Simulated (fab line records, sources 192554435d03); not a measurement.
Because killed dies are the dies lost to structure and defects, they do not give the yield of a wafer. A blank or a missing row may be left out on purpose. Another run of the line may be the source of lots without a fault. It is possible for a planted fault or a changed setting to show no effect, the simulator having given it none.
fab line records	flow n5-finfet
record: lots: 24	wafers: 72	last-day: 17
route steps=1938 shown BEOL_M10@1535 BEOL_M11@1552
lots that met no fault: taken from a fault-free run of the same line
start-h: start of the lot's first displayed wafer, in hours after the record's first day	wait-h: how many hours have passed since the lot's step before this one	" same as the row above	L1.1+2: a single row standing in for several wafers	- value missing, or start not given	* or withheld: withheld	< > ~ a bound
route shown NAME@n: a module of which the file shows steps, and the number in the route of the first	usual: mean/standard deviation of fault-free wafers	same: alike in all rows	chamber/n: place in a boat	sites: per-site readings	_std_site: the standard deviation of these	_edge_site: mean of outer sites minus mean of inner sites	radius-mm: how far each site lies from the wafer's centre	mask NAME#n: copy n	behind: the most recent tool/chamber to have shaped the wafer	hold: the reason the lot was held/the length of the hold in hours/how it ended	device: whichever transistor did not switch (one of n, p or np)	end of line: tests run on the same wafers once the route is complete	for a step that has no rows: nothing shown but its recipe	killed: the dies lost at the first sort to structure and to defects; this is not the yield of the wafer	map: the dies of a wafer, with x for killed, . for not killed, _ for no die there
set.NAME: the run value of the setting; set.NAME@STEP: its run value at that earlier step	model.NAME: the simulator's own value behind a step, which no gauge read
one table for each step of the route and one row for each wafer, over a sample of lots
services: when a tool's chamber went out of use (start-h, in hours from the record's first day, below 0 if earlier), for how many hours, and the reason
== steps ==
step: N5_BEOL_M10_INSPECT_58
recipe: inspect-instrument: darkfield	mode: post-dep
usual: raw-defect-count: 71/22
lot.wafer	tool	chamber	start-h	wait-h	raw-defect-count
L075.2	defect-inspect-02	-	231.45	0.0	62
L075.5	"	-	"	"	68
L075.6	"	-	"	"	61
L076.3	defect-inspect-02	-	234.54	0.0	134
L076.4	"	-	"	"	88
L076.6	"	-	"	"	62
L077.2	defect-inspect-02	-	234.83	0.0	73
L077.4	"	-	"	"	47
L077.6	"	-	"	"	72
L074.1	defect-inspect-01	-	246.58	0.0	119
L074.3	"	-	"	"	81
L074.5	"	-	"	"	108
L079.1	defect-inspect-02	-	249.87	0.0	67
L079.3	"	-	"	"	71
L079.5	"	-	"	"	43
L078.4	defect-inspect-01	-	250.68	0.0	79
L078.5	"	-	"	"	111
L078.6	"	-	"	"	79
L080.2	defect-inspect-01	-	254.89	0.0	57
L080.3	"	-	"	"	64
L080.6	"	-	"	"	93
L081.1	defect-inspect-01	-	260.22	0.0	50
L081.4	"	-	"	"	45
L081.5	"	-	"	"	39
L082.2	defect-inspect-01	-	268.70	0.0	47
L082.4	"	-	"	"	56
L082.5	"	-	"	"	49
L083.1	defect-inspect-02	-	279.93	0.0	106
L083.3	"	-	"	"	56
L083.4	"	-	"	"	102
L084.1	defect-inspect-02	-	287.94	0.0	70
L084.2	"	-	"	"	41
L084.4	"	-	"	"	67
L086.2	defect-inspect-02	-	296.00	0.0	66
L086.4	"	-	"	"	50
L086.5	"	-	"	"	72
L085.2	defect-inspect-02	-	297.22	0.0	115
L085.3	"	-	"	"	92
L085.6	"	-	"	"	88
L087.1	defect-inspect-01	-	304.55	0.0	44
L087.5	"	-	"	"	43
L087.6	"	-	"	"	81
L088.4	defect-inspect-02	-	312.31	0.0	57
L088.5	"	-	"	"	94
L088.6	"	-	"	"	60
L089.2	defect-inspect-01	-	314.46	0.0	141
L089.5	"	-	"	"	151
L089.6	"	-	"	"	85
L091.2	defect-inspect-01	-	320.24	0.0	69
L091.5	"	-	"	"	40
L091.6	"	-	"	"	39
L090.2	defect-inspect-02	-	330.62	0.0	43
L090.3	"	-	"	"	62
L090.5	"	-	"	"	63
L094.2	defect-inspect-02	-	332.90	0.0	58
L094.3	"	-	"	"	70
L094.5	"	-	"	"	93
L092.2	defect-inspect-01	-	333.06	0.0	64
L092.4	"	-	"	"	58
L092.5	"	-	"	"	42
L093.2	defect-inspect-02	-	338.36	0.0	88
L093.3	"	-	"	"	82
L093.6	"	-	"	"	56
L095.2	defect-inspect-01	-	345.92	0.0	87
L095.4	"	-	"	"	68
L095.5	"	-	"	"	61
L097.3	defect-inspect-02	-	360.26	0.0	70
L097.4	"	-	"	"	84
L097.6	"	-	"	"	75
L096.1	defect-inspect-01	-	360.64	0.0	62
L096.4	"	-	"	"	77
L096.6	"	-	"	"	49
step: N5_BEOL_M11_DESCUM_16
recipe: chemistry: O2	time-s: 7.9	source-power-w: 50	bias-power-w: 20	pressure-mtorr: 20	rf-frequency-hz: 2.712e+07	temp-c: 40	resist: CAR-ArF	o2-flow-sccm: 225
usual: drypump-motor-current-A: 5.9/0.54	oes-product-au: 0.77/0.069	rf-vpp-V: 243.3/1.3	showerhead-plenum-p-Torr: 2.10/0.068	throttle-valve-pct: 20.44/0.26
lot.wafer	tool	chamber	start-h	wait-h	drypump-motor-current-A	oes-product-au	rf-hours-counter-h	rf-vpp-V	showerhead-plenum-p-Torr	throttle-valve-pct
L075.2	rie-diel-02	2	234.60	0.0	6.2	0.88	35	246.0	2.22	20.23
L075.5	"	2	"	"	6.2	0.88	-	244.5	2.22	20.23
L075.6	"	3	"	"	6.0	0.68	-	243.5	2.10	20.98
L076.3	rie-diel-02	3	236.20	0.0	6.0	0.69	195	243.0	2.10	20.98
L076.4	"	1	"	"	5.4	0.74	178	242.7	2.05	20.12
L076.6	"	1	"	"	5.4	0.74	-	243.1	2.05	20.12
L077.2	rie-diel-01	1	236.28	0.0	6.3	0.86	60	243.3	2.12	20.60
L077.4	"	2	"	"	6.8	0.78	138	242.8	2.02	20.04
L077.6	"	0	"	"	5.1	0.87	-	242.5	2.05	20.16
L074.1	rie-diel-04	2	248.47	0.1	5.7	0.73	188	241.3	2.01	20.38
L074.3	"	0	"	"	6.1	0.72	194	243.5	2.15	20.49
L074.5	"	1	"	"	5.0	0.83	-	244.9	2.16	20.65
L079.1	rie-diel-04	3	253.98	0.0	6.7	0.79	154	240.6	2.02	20.29
L079.3	"	1	"	"	5.0	0.83	53	243.5	2.16	20.65
L079.5	"	1	"	"	5.0	0.83	-	243.9	2.16	20.63
L078.4	rie-diel-02	2	254.33	0.0	6.2	0.86	41	244.6	2.22	20.24
L078.5	"	3	"	"	6.0	0.69	-	242.4	2.10	20.99
L078.6	"	2	"	"	6.2	0.86	-	244.6	2.22	20.22
L080.2	rie-diel-04	2	257.62	0.0	5.7	0.73	191	240.0	2.01	20.43
L080.3	"	1	"	"	5.0	0.85	54	244.9	2.16	20.65
L080.6	"	1	"	"	5.0	0.84	-	243.2	2.16	20.65
L081.1	rie-diel-04	2	262.28	0.3	5.7	0.72	193	242.7	2.01	20.43
L081.4	"	3	"	"	6.7	0.79	157	241.0	2.02	20.29
L081.5	"	0	"	"	6.0	0.71	-	243.7	2.15	20.47
L082.2	rie-diel-02	3	271.02	0.0	6.0	0.68	206	242.2	2.09	21.00
L082.4	"	1	"	"	5.3	0.73	-	244.0	2.05	20.11
L082.5	"	2	"	"	6.2	0.85	-	246.4	2.21	20.23
L083.1	rie-diel-01	3	282.18	0.6	6.3	0.72	212	243.5	2.08	20.34
L083.3	"	0	"	"	5.1	0.86	70	243.2	2.04	20.19
L083.4	"	1	"	"	6.4	0.84	76	243.6	2.12	20.65
L084.1	rie-diel-04	2	289.63	0.0	5.8	0.71	203	243.0	2.00	20.43
L084.2	"	0	"	"	6.1	0.70	205	245.1	2.15	20.50
L084.4	"	3	"	"	6.6	0.76	169	241.8	2.01	20.31
L086.2	rie-diel-02	3	298.84	0.3	6.0	0.66	211	242.5	2.09	21.02
L086.4	"	2	"	"	6.2	0.84	52	244.2	2.21	20.24
L086.5	"	1	"	"	5.4	0.72	-	243.2	2.05	20.12
L085.2	rie-diel-04	1	298.91	0.2	5.0	0.81	70	243.9	2.15	20.67
L085.3	"	3	"	"	6.6	0.76	171	242.4	2.01	20.31
L085.6	"	1	"	"	5.0	0.81	-	243.6	2.15	20.67
L087.1	rie-diel-02	1	308.48	0.1	5.4	0.72	196	242.9	2.05	20.13
L087.5	"	2	"	"	6.2	0.84	-	245.6	2.21	20.26
L087.6	"	1	"	"	5.4	0.72	-	242.4	2.05	20.14
L088.4	rie-diel-02	3	314.59	0.0	6.0	0.67	216	242.1	2.09	21.02
L088.5	"	1	"	"	5.3	0.73	-	242.1	2.05	20.15
L088.6	"	2	"	"	6.2	0.84	-	244.9	2.21	20.25
L089.2	rie-diel-04	0	316.14	0.0	6.1	0.70	214	242.4	2.14	20.52
L089.5	"	1	"	"	5.0	0.80	-	243.0	2.15	20.66
L089.6	"	0	"	"	6.0	0.69	-	245.3	2.14	20.51
L091.2	rie-diel-02	0	322.26	0.0	5.6	0.87	35	244.4	2.12	20.42
L091.5	"	2	"	"	6.2	0.84	-	245.3	2.21	20.27
L091.6	"	1	"	"	5.4	0.72	-	242.9	2.04	20.15
L090.2	rie-diel-01	2	332.42	0.0	6.8	0.75	169	242.7	2.01	20.08
L090.3	"	3	"	"	6.3	0.70	226	242.0	2.08	20.36
L090.5	"	1	"	"	6.4	0.82	-	244.3	2.11	20.66
L094.2	rie-diel-04	2	335.25	0.3	5.7	0.71	214	240.4	2.00	20.45
L094.3	"	0	"	"	6.1	0.69	221	242.8	2.14	20.54
L094.5	"	0	"	"	6.1	0.69	-	243.2	2.14	20.53
L092.2	rie-diel-01	3	335.25	0.3	6.3	0.69	227	242.8	2.08	20.37
L092.4	"	0	"	"	5.1	0.83	86	241.1	2.04	20.20
L092.5	"	3	"	"	6.3	0.69	-	243.2	2.08	20.35
L093.2	rie-diel-04	3	341.87	0.2	6.6	0.75	187	241.8	2.01	20.34
L093.3	"	0	"	"	6.1	0.68	224	245.5	2.14	20.52
L093.6	"	3	"	"	6.6	0.76	-	242.2	2.01	20.34
L095.2	rie-diel-04	2	347.59	0.0	5.7	0.71	216	241.9	2.00	20.45
L095.4	"	0	"	"	6.1	0.69	226	242.7	2.14	20.53
L095.5	"	1	"	"	5.0	0.80	-	244.7	2.15	20.69
L097.3	rie-diel-02	1	362.27	0.2	5.4	0.71	215	244.2	2.04	20.18
L097.4	"	2	"	"	6.2	0.82	-	246.4	2.21	20.29
L097.6	"	3	"	"	6.0	0.67	-	242.4	2.09	21.04
L096.1	rie-diel-02	1	362.89	0.2	5.4	0.71	216	243.2	2.04	20.18
L096.4	"	3	"	"	6.0	0.66	-	241.4	2.08	21.05
L096.6	"	1	"	"	5.4	0.71	-	242.5	2.04	20.18
step: N5_BEOL_M11_HM_OPEN_17
recipe: chemistry: Cl2/BCl3	target-depth-a: 200	overetch-a: 60	target: TiN	mask-material: SOC	ion-energy-ev: 150	pressure-mtorr: 10	icp-w: 1000	bias-w: 126	Cl2_flow_sccm: 53.25	bcl3-flow-sccm: 21.75	Ar_flow_sccm: 25
usual: drypump-motor-current-A: 5.78/0.27	mfc-ar-sccm: 25.01/0.078	oes-product-au: 0.66/0.036	throttle-valve-pct: 22.2/0.36
lot.wafer	tool	chamber	start-h	wait-h	drypump-motor-current-A	mfc-ar-sccm	oes-product-au	rf-hours-counter-h	throttle-valve-pct
L075.2	rie-metal-01	1	234.87	0.0	5.27	24.93	0.61	63	22.2
L075.5	"	0	"	"	5.98	25.03	0.66	-	21.8
L075.6	"	1	"	"	5.23	24.95	0.61	-	22.2
L076.3	rie-metal-01	0	236.51	0.1	5.93	25.10	0.67	-	21.7
L076.4	"	1	"	"	5.23	24.99	0.61	-	22.2
L076.6	"	0	"	"	5.93	25.00	0.68	-	21.8
L077.2	rie-metal-02	0	236.55	0.0	6.02	25.05	0.76	13	21.9
L077.4	"	0	"	"	5.96	25.10	0.73	-	21.9
L077.6	"	0	"	"	6.00	24.99	0.74	-	21.9
L074.1	rie-metal-01	0	248.74	0.0	5.95	25.07	0.66	43	21.7
L074.3	"	0	"	"	5.98	25.19	0.67	-	21.8
L074.5	"	1	"	"	5.23	25.09	0.61	-	22.2
L079.1	rie-metal-01	1	254.25	0.0	5.23	24.90	0.61	65	22.2
L079.3	"	1	"	"	5.22	24.99	0.62	-	22.2
L079.5	"	1	"	"	5.24	25.00	0.61	-	22.2
L078.4	rie-metal-02	1	254.63	0.1	5.89	25.02	0.67	-	22.8
L078.5	"	0	"	"	5.98	25.08	0.72	-	21.9
L078.6	"	1	"	"	5.90	24.95	0.66	-	22.9
L080.2	rie-metal-01	1	257.90	0.0	5.24	25.02	0.61	66	22.2
L080.3	"	0	"	"	5.96	25.10	0.67	-	21.7
L080.6	"	1	"	"	5.25	25.16	0.60	-	22.2
L081.1	rie-metal-02	0	262.55	0.0	6.00	24.99	0.73	15	21.9
L081.4	"	0	"	"	6.01	25.08	0.72	-	21.9
L081.5	"	0	"	"	6.00	25.12	0.75	-	21.9
L082.2	rie-metal-02	1	271.29	0.0	5.87	24.95	0.66	39	22.9
L082.4	"	0	"	"	6.00	24.80	0.72	-	21.9
L082.5	"	1	"	"	5.88	24.96	0.66	-	22.8
L083.1	rie-metal-03	1	282.45	0.0	5.83	25.08	0.67	46	22.3
L083.3	"	1	"	"	5.83	25.02	0.66	-	22.3
L083.4	"	0	"	"	5.78	25.14	0.63	-	22.1
L084.1	rie-metal-02	0	289.90	0.0	5.99	25.01	0.71	18	21.9
L084.2	"	1	"	"	5.88	24.99	0.67	40	22.8
L084.4	"	0	"	"	6.01	24.97	0.73	-	21.9
L086.2	rie-metal-03	1	299.11	0.0	5.83	24.93	0.66	48	22.3
L086.4	"	0	"	"	5.79	24.94	0.63	-	22.1
L086.5	"	0	"	"	5.80	24.94	0.63	-	22.1
L085.2	rie-metal-01	0	299.21	0.1	5.96	24.96	0.65	-	21.8
L085.3	"	0	"	"	5.96	25.01	0.65	-	21.8
L085.6	"	0	"	"	5.94	24.97	0.65	-	21.8
L087.1	rie-metal-03	0	308.75	0.0	5.79	25.07	0.63	65	22.1
L087.5	"	0	"	"	5.80	24.84	0.63	-	22.1
L087.6	"	1	"	"	5.83	24.90	0.68	-	22.3
L088.4	rie-metal-01	0	314.89	0.1	5.96	24.89	0.65	-	21.8
L088.5	"	1	"	"	5.24	25.02	0.61	-	22.2
L088.6	"	0	"	"	5.95	24.94	0.66	-	21.7
L089.2	rie-metal-03	1	316.41	0.0	5.84	25.03	0.66	50	22.3
L089.5	"	0	"	"	5.78	24.87	0.63	-	22.1
L089.6	"	1	"	"	5.83	25.07	0.65	-	22.3
L091.2	rie-metal-01	1	322.53	0.0	5.24	24.97	0.61	67	22.2
L091.5	"	0	"	"	5.96	24.99	0.65	-	21.7
L091.6	"	1	"	"	5.26	25.01	0.60	-	22.2
L090.2	rie-metal-02	0	332.69	0.0	6.01	25.09	0.70	22	21.9
L090.3	"	0	"	"	6.02	25.01	0.71	-	21.9
L090.5	"	1	"	"	5.89	24.99	0.65	-	22.9
L094.2	rie-metal-01	1	335.52	0.0	5.20	24.97	0.60	69	22.2
L094.3	"	1	"	"	5.23	25.09	0.59	-	22.2
L094.5	"	0	"	"	5.94	25.10	0.63	-	21.8
L092.2	rie-metal-02	1	335.54	0.0	5.86	25.05	0.65	45	22.8
L092.4	"	0	"	"	6.03	24.99	0.72	-	21.9
L092.5	"	1	"	"	5.86	25.02	0.65	-	22.9
L093.2	rie-metal-03	1	342.17	0.1	5.84	24.96	0.65	-	22.3
L093.3	"	1	"	"	5.83	25.00	0.65	-	22.3
L093.6	"	1	"	"	5.83	25.06	0.67	-	22.3
L095.2	rie-metal-01	0	347.86	0.0	5.94	25.06	0.65	52	21.8
L095.4	"	1	"	"	5.23	25.01	0.60	-	22.2
L095.5	"	0	"	"	5.93	25.13	0.64	-	21.8
L097.3	rie-metal-03	1	362.57	0.1	5.82	24.96	0.65	-	22.3
L097.4	"	0	"	"	5.78	24.97	0.63	-	22.1
L097.6	"	0	"	"	5.80	25.01	0.64	-	22.0
L096.1	rie-metal-02	1	363.16	0.0	5.85	25.09	0.64	48	22.9
L096.4	"	1	"	"	5.86	24.88	0.65	-	22.9
L096.6	"	0	"	"	6.01	25.06	0.69	-	21.9
step: N5_BEOL_M11_CD_MEAS_28
recipe: target-cd-nm: 70	landing-energy-ev: 500	detector: se-inlens	polarity: opening
usual: cd-nm: 70.0/1.3
lot.wafer	tool	chamber	start-h	wait-h	cd-nm
L075.2	cd-sem-03	0	236.89	-	71.8
L075.5	"	0	"	"	70.4
L075.6	"	0	"	"	72.3
L076.3	cd-sem-02	0	237.13	-	69.0
L076.4	"	0	"	"	70.6
L076.6	"	0	"	"	70.7
L077.2	cd-sem-02	0	237.30	-	72.2
L077.4	"	0	"	"	70.8
L077.6	"	0	"	"	72.0
L074.1	cd-sem-02	0	249.51	-	71.1
L074.3	"	0	"	"	69.9
L074.5	"	0	"	"	70.3
L079.1	cd-sem-01	0	256.49	-	70.9
L079.3	"	0	"	"	71.1
L079.5	"	0	"	"	69.5
L078.4	cd-sem-02	0	256.66	-	69.2
L078.5	"	0	"	"	70.7
L078.6	"	0	"	"	71.8
L080.2	cd-sem-03	0	258.52	-	68.9
L080.3	"	0	"	"	69.1
L080.6	"	0	"	"	69.4
L081.1	cd-sem-03	0	264.55	-	70.8
L081.4	"	0	"	"	68.6
L081.5	"	0	"	"	68.5
L082.2	cd-sem-01	0	271.86	-	70.1
L082.4	"	0	"	"	70.6
L082.5	"	0	"	"	70.8
L083.1	cd-sem-01	0	283.20	-	68.8
L083.3	"	0	"	"	69.4
L083.4	"	0	"	"	71.6
L084.1	cd-sem-01	0	292.57	-	69.5
L084.2	"	0	"	"	67.5
L084.4	"	0	"	"	69.4
L085.2	cd-sem-01	0	300.61	-	70.2
L085.3	"	0	"	"	72.3
L085.6	"	0	"	"	70.7
L086.2	cd-sem-03	0	300.78	-	67.5
L086.4	"	0	"	"	67.1
L086.5	"	0	"	"	67.7
L087.1	cd-sem-01	0	311.15	-	69.9
L087.5	"	0	"	"	69.9
L087.6	"	0	"	"	70.2
L088.4	cd-sem-01	0	315.46	-	69.4
L088.5	"	0	"	"	68.0
L088.6	"	0	"	"	68.9
L089.2	cd-sem-03	0	317.04	-	69.8
L089.5	"	0	"	"	70.1
L089.6	"	0	"	"	70.2
L091.2	cd-sem-03	0	323.53	-	70.2
L091.5	"	0	"	"	68.3
L091.6	"	0	"	"	70.5
L090.2	cd-sem-01	0	335.04	-	70.6
L090.3	"	0	"	"	68.5
L090.5	"	0	"	"	68.6
L092.2	cd-sem-02	0	336.46	-	69.7
L092.4	"	0	"	"	67.9
L092.5	"	0	"	"	68.9
L094.2	cd-sem-02	0	337.33	-	69.5
L094.3	"	0	"	"	71.1
L094.5	"	0	"	"	70.5
L093.2	cd-sem-01	0	346.48	-	67.6
L093.3	"	0	"	"	69.7
L093.6	"	0	"	"	67.9
L095.2	cd-sem-01	0	348.53	-	69.1
L095.4	"	0	"	"	69.7
L095.5	"	0	"	"	71.5
L097.3	cd-sem-01	0	363.98	-	72.4
L097.4	"	0	"	"	70.2
L097.6	"	0	"	"	71.4
L096.1	cd-sem-02	0	364.14	-	69.8
L096.4	"	0	"	"	70.0
L096.6	"	0	"	"	69.3
step: N5_BEOL_M11_VIA_ETCH_34
recipe: chemistry: C4F6/O2	target: SiCOH_lowk	target-depth-a: 1845	mask-material: SOC	taper-deg: 4	time-s: 69.2	ion-energy-ev: 250	pressure-mtorr: 30	source-w: 345	bias-w: 185	Ar_flow_sccm: 300	C4F6_flow_sccm: 10	O2_flow_sccm: 10
usual: drypump-motor-current-A: 5.9/0.57	mfc-ar-sccm: 300.0/0.84	oes-product-au: 0.77/0.066	rf-vpp-V: 664/19	showerhead-plenum-p-Torr: 2.82/0.094	throttle-valve-pct: 20.79/0.25
lot.wafer	tool	chamber	start-h	wait-h	drypump-motor-current-A	mfc-ar-sccm	oes-product-au	rf-hours-counter-h	rf-vpp-V	showerhead-plenum-p-Torr	throttle-valve-pct
L075.2	rie-diel-04	3	237.21	0.0	6.6	299.7	0.80	149	667	2.72	20.60
L075.5	"	3	"	"	6.6	298.7	0.79	-	668	2.72	20.59
L075.6	"	2	"	"	5.7	299.9	0.72	-	672	2.71	20.70
L076.3	rie-diel-01	2	238.03	0.0	6.8	300.7	0.77	138	673	2.73	20.43
L076.4	"	3	"	"	6.3	299.8	0.72	197	655	2.80	20.55
L076.6	"	0	"	"	5.1	300.3	0.87	-	672	2.75	20.42
L077.2	rie-diel-01	3	238.49	0.0	6.3	299.9	0.72	197	655	2.80	20.54
L077.4	"	0	"	"	5.1	299.2	0.87	55	671	2.75	20.45
L077.6	"	0	"	"	5.1	299.4	0.86	-	674	2.75	20.43
L074.1	rie-diel-02	2	249.81	0.0	6.2	298.8	0.86	40	651	3.01	20.71
L074.3	"	0	"	"	5.6	300.0	0.90	19	631	2.90	20.85
L074.5	"	1	"	"	5.4	300.7	0.73	-	662	2.84	20.85
L079.1	rie-diel-04	2	256.93	0.0	5.7	299.9	0.71	191	673	2.71	20.70
L079.3	"	0	"	"	6.1	299.4	0.71	196	712	2.94	21.03
L079.5	"	1	"	"	5.0	300.7	0.85	-	650	2.90	20.94
L078.4	rie-diel-02	1	256.97	0.0	5.4	299.6	0.74	185	663	2.83	20.84
L078.5	"	1	"	"	5.4	300.0	0.73	-	663	2.83	20.84
L078.6	"	2	"	"	6.2	300.0	0.85	-	651	3.01	20.71
L080.2	rie-diel-02	1	258.88	0.0	5.4	299.8	0.73	186	662	2.83	20.84
L080.3	"	2	"	"	6.2	300.1	0.85	43	651	3.01	20.71
L080.6	"	1	"	"	5.4	300.2	0.74	-	662	2.83	20.86
L081.1	rie-diel-01	1	264.85	0.0	6.3	299.8	0.82	68	634	2.91	21.21
L081.4	"	3	"	"	6.3	299.5	0.71	205	656	2.80	20.54
L081.5	"	3	"	"	6.3	300.8	0.71	-	655	2.80	20.52
L082.2	rie-diel-01	2	272.37	0.0	6.8	300.8	0.76	149	672	2.72	20.46
L082.4	"	1	"	"	6.4	299.0	0.83	71	633	2.91	21.20
L082.5	"	3	"	"	6.3	299.6	0.71	-	655	2.80	20.57
L083.1	rie-diel-04	1	285.35	0.0	5.0	300.8	0.84	65	650	2.89	20.94
L083.3	"	2	"	"	5.7	300.9	0.70	201	673	2.70	20.73
L083.4	"	1	"	"	5.0	299.2	0.84	-	650	2.89	20.96
L084.1	rie-diel-04	3	292.86	0.0	6.7	300.6	0.77	169	667	2.72	20.63
L084.2	"	0	"	"	6.1	300.8	0.69	206	713	2.93	21.04
L084.4	"	1	"	"	5.0	300.5	0.83	68	651	2.89	20.95
L085.2	rie-diel-02	2	301.22	0.0	6.2	298.0	0.85	52	652	3.00	20.75
L085.3	"	0	"	"	5.6	300.3	0.89	28	630	2.89	20.87
L085.6	"	3	"	"	6.0	301.0	0.68	-	679	2.81	21.26
L086.2	rie-diel-01	1	301.29	0.0	6.4	300.8	0.81	82	632	2.90	21.23
L086.4	"	2	"	"	6.8	300.7	0.75	160	673	2.72	20.46
L086.5	"	0	"	"	5.1	299.3	0.83	-	674	2.74	20.49
L087.1	rie-diel-04	0	311.86	0.0	6.1	300.5	0.69	213	713	2.93	21.05
L087.5	"	2	"	"	5.7	299.8	0.69	-	673	2.70	20.73
L087.6	"	0	"	"	6.1	300.8	0.69	-	712	2.93	21.05
L088.4	rie-diel-01	0	315.75	0.0	5.1	299.8	0.83	80	671	2.74	20.49
L088.5	"	0	"	"	5.1	300.0	0.82	-	673	2.74	20.49
L088.6	"	1	"	"	6.3	299.7	0.80	-	633	2.90	21.25
L089.2	rie-diel-04	3	317.33	0.0	6.6	299.6	0.77	178	666	2.71	20.66
L089.5	"	0	"	"	6.1	299.1	0.69	-	711	2.93	21.05
L089.6	"	1	"	"	5.0	299.0	0.81	-	651	2.89	20.96
L091.2	rie-diel-04	2	323.90	0.0	5.7	299.8	0.69	210	673	2.70	20.73
L091.5	"	2	"	"	5.8	300.6	0.69	-	673	2.70	20.74
L091.6	"	1	"	"	5.0	299.8	0.82	-	650	2.89	20.96
L090.2	rie-diel-04	2	335.71	0.0	5.7	299.0	0.69	215	671	2.70	20.75
L090.3	"	3	"	"	6.7	301.1	0.77	185	666	2.71	20.65
L090.5	"	3	"	"	6.7	299.7	0.76	-	667	2.71	20.65
L092.2	rie-diel-02	0	336.76	0.0	5.5	300.6	0.86	40	630	2.89	20.88
L092.4	"	1	"	"	5.4	299.9	0.72	206	663	2.83	20.89
L092.5	"	1	"	"	5.4	299.4	0.72	-	663	2.82	20.88
L094.2	rie-diel-04	1	337.63	0.0	5.0	298.3	0.82	82	649	2.89	20.97
L094.3	"	2	"	"	5.7	300.8	0.70	215	673	2.70	20.75
L094.5	"	2	"	"	5.7	300.2	0.69	-	672	2.70	20.74
L093.2	rie-diel-01	1	346.78	0.0	6.4	298.9	0.79	96	634	2.89	21.24
L093.3	"	0	"	"	5.1	299.6	0.82	89	671	2.74	20.50
L093.6	"	0	"	"	5.1	299.7	0.82	-	672	2.74	20.50
L095.2	rie-diel-02	1	349.14	0.0	5.4	301.9	0.72	211	662	2.82	20.91
L095.4	"	3	"	"	6.0	299.3	0.67	227	678	2.80	21.28
L095.5	"	2	"	"	6.2	300.1	0.83	-	651	3.00	20.76
L097.3	rie-diel-01	0	364.63	0.0	5.1	301.0	0.80	94	672	2.74	20.50
L097.4	"	2	"	"	6.8	301.7	0.73	178	671	2.71	20.49
L097.6	"	3	"	"	6.3	299.9	0.69	-	654	2.79	20.58
L096.1	rie-diel-02	2	364.83	0.0	6.2	300.0	0.81	73	650	2.99	20.78
L096.4	"	3	"	"	6.0	300.7	0.67	-	678	2.80	21.30
L096.6	"	2	"	"	6.2	299.7	0.81	-	650	2.99	20.77
step: N5_BEOL_M11_ALD_74
recipe: material: TaN	target-thk-a: 20	temp-c: 275	ald-precursor-family: PDMAT	ald-co-reactant: NH3	pressure-torr: 3	carrier-flow-sccm: 1500	pulse-time-s: 2	purge-time-s: 3	co-reactant-purge-time-s: 2	co-reactant-pulse-time-s: 3	ald-cycles: 40	precursor-vessel-temp-c: 75	precursor-vessel-pressure-torr: 26.25	precursor-vessel-carrier-sccm: 1000
usual: heater-power-w: 428/44
same: co-reactant-pulse-time-s: 3
lot.wafer	tool	chamber	start-h	wait-h	heater-power-w
L075.2	ald-metal-01	1	238.28	0.0	389
L075.5	"	1	"	"	387
L075.6	"	2	"	"	477
L076.3	ald-metal-02	0	239.12	0.0	465
L076.4	"	1	"	"	322
L076.6	"	3	"	"	414
L077.2	ald-metal-01	0	241.07	0.0	506
L077.4	"	1	"	"	386
L077.6	"	1	"	"	395
L074.1	ald-metal-01	1	251.09	0.1	384
L074.3	"	0	"	"	493
L074.5	"	3	"	"	452
L079.1	ald-metal-03	1	258.46	0.1	356
L079.3	"	2	"	"	415
L079.5	"	0	"	"	464
L078.4	ald-metal-01	2	258.50	0.1	493
L078.5	"	3	"	"	438
L078.6	"	2	"	"	485
L080.2	ald-metal-03	1	260.85	0.1	367
L080.3	"	2	"	"	416
L080.6	"	3	"	"	423
L081.1	ald-metal-03	3	266.84	0.0	434
L081.4	"	0	"	"	460
L081.5	"	2	"	"	414
L082.2	ald-metal-03	0	273.50	0.0	468
L082.4	"	3	"	"	438
L082.5	"	2	"	"	412
L083.1	ald-metal-03	1	286.31	0.0	357
L083.3	"	0	"	"	466
L083.4	"	2	"	"	415
L084.1	ald-metal-02	2	293.88	0.1	436
L084.2	"	0	"	"	476
L084.4	"	3	"	"	414
L086.2	ald-metal-01	1	302.33	0.1	386
L086.4	"	3	"	"	442
L086.5	"	0	"	"	504
L085.2	ald-metal-02	0	302.48	0.2	480
L085.3	"	3	"	"	409
L085.6	"	0	"	"	471
L087.1	ald-metal-03	1	313.61	0.0	352
L087.5	"	3	"	"	428
L087.6	"	0	"	"	479
L088.4	ald-metal-03	1	317.94	0.0	349
L088.5	"	0	"	"	460
L088.6	"	3	"	"	435
L089.2	ald-metal-03	1	318.65	0.1	360
L089.5	"	2	"	"	413
L089.6	"	1	"	"	359
L091.2	ald-metal-03	2	325.17	0.2	417
L091.5	"	1	"	"	361
L091.6	"	0	"	"	456
L090.2	ald-metal-03	3	337.16	0.0	431
L090.3	"	1	"	"	350
L090.5	"	2	"	"	424
L092.2	ald-metal-03	1	338.30	0.0	365
L092.4	"	0	"	"	466
L092.5	"	1	"	"	353
L094.2	ald-metal-03	2	338.97	0.4	417
L094.3	"	0	"	"	451
L094.5	"	2	"	"	409
L093.2	ald-metal-01	2	347.83	0.1	472
L093.3	"	1	"	"	394
L093.6	"	2	"	"	468
L095.2	ald-metal-03	3	350.89	0.1	430
L095.4	"	2	"	"	415
L095.5	"	3	"	"	436
L097.3	ald-metal-01	1	365.76	0.3	383
L097.4	"	3	"	"	443
L097.6	"	0	"	"	499
L096.1	ald-metal-03	0	366.48	0.1	463
L096.4	"	1	"	"	355
L096.6	"	0	"	"	471
== services ==
tool	chamber	start-h	hours	kind
rie-diel-01	2	220.07	16.1	repair
rie-metal-01	-	225.67	1.5	repair
ald-metal-02	3	264.59	6.8	repair
rie-diel-02	0	264.59	16.2	repair
rie-diel-02	-	271.50	14.6	pm
ald-metal-02	-	274.12	2.8	pm
rie-metal-01	-	281.69	1.1	repair
rie-diel-04	1	310.45	4.1	repair
rie-metal-03	0	323.04	36.5	repair
ald-metal-02	1	330.69	2.0	repair
ald-metal-02	-	337.25	14.0	pm
ald-metal-02	0	337.25	14.0	vent-cycle
ald-metal-02	1	337.25	14.0	vent-cycle
ald-metal-02	2	337.25	14.0	vent-cycle
ald-metal-02	3	337.25	14.0	vent-cycle
ald-metal-01	-	338.70	1.2	pm
ald-metal-02	0	351.25	-	clean
ald-metal-02	1	351.25	-	clean
ald-metal-02	2	351.25	-	clean
ald-metal-02	3	351.25	-	clean
rie-metal-02	-	355.62	2.8	pm
rie-diel-04	0	360.64	2.0	repair
rie-diel-02	0	361.79	5.2	repair
== key ==
fault none
